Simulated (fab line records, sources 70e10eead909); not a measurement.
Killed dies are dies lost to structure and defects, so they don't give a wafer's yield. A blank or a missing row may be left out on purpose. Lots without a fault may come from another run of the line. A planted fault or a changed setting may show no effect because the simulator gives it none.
Chamber matching | flow nand_harc | NHARC_A_CHANNEL_HOLE_D1_DESCUM_15 on rie_diel-01: 4 sister chambers
The step chemistry O2, time 3 s. 4 wafers are shown with their chamber, then 8 later ones without.

WAFERS WITH THEIR CHAMBER
wafer  | chamber | showerhead_plenum_p_Torr (Torr)
L100.2 | 1       | 2.02
L101.3 | 0       | 1.78
L101.6 | 3       | 1.87
L103.3 | 2       | 1.77

WAFERS WITHOUT THEIR CHAMBER
wafer  | showerhead_plenum_p_Torr (Torr)
L103.5 | 1.78
L103.6 | 1.87
L107.1 | 1.86
L107.2 | 1.78
L107.6 | 2.02
L108.1 | 1.78
L108.3 | 1.77
L108.5 | 1.86

WHICH CHAMBER EACH WENT THROUGH
wafer  | from the rows above | in truth
L103.5 | 0                   | 0
L103.6 | 3                   | 3
L107.1 | 3                   | 3
L107.2 | 0                   | 0
L107.6 | 1                   | 1
L108.1 | 0                   | 0
L108.3 | 2                   | 2
L108.5 | 3                   | 3
Placed correctly: 8 of 8. Can't be placed from these rows: 0. Placed wrongly: 0.
How it was worked out, from the rows above alone: a wafer's distance from a chamber is the root of the sum, over the readings, of the square of ((its reading less the chamber's mean) divided by the reading's scatter). The wafer belongs to the nearest chamber; if the next one is less than 2 further off, it can't be placed. A chamber's mean is the mean of its shown wafers. The scatter: with one shown wafer a chamber, the root of the mean of the squares of how far each hidden wafer lies from its nearest shown one.
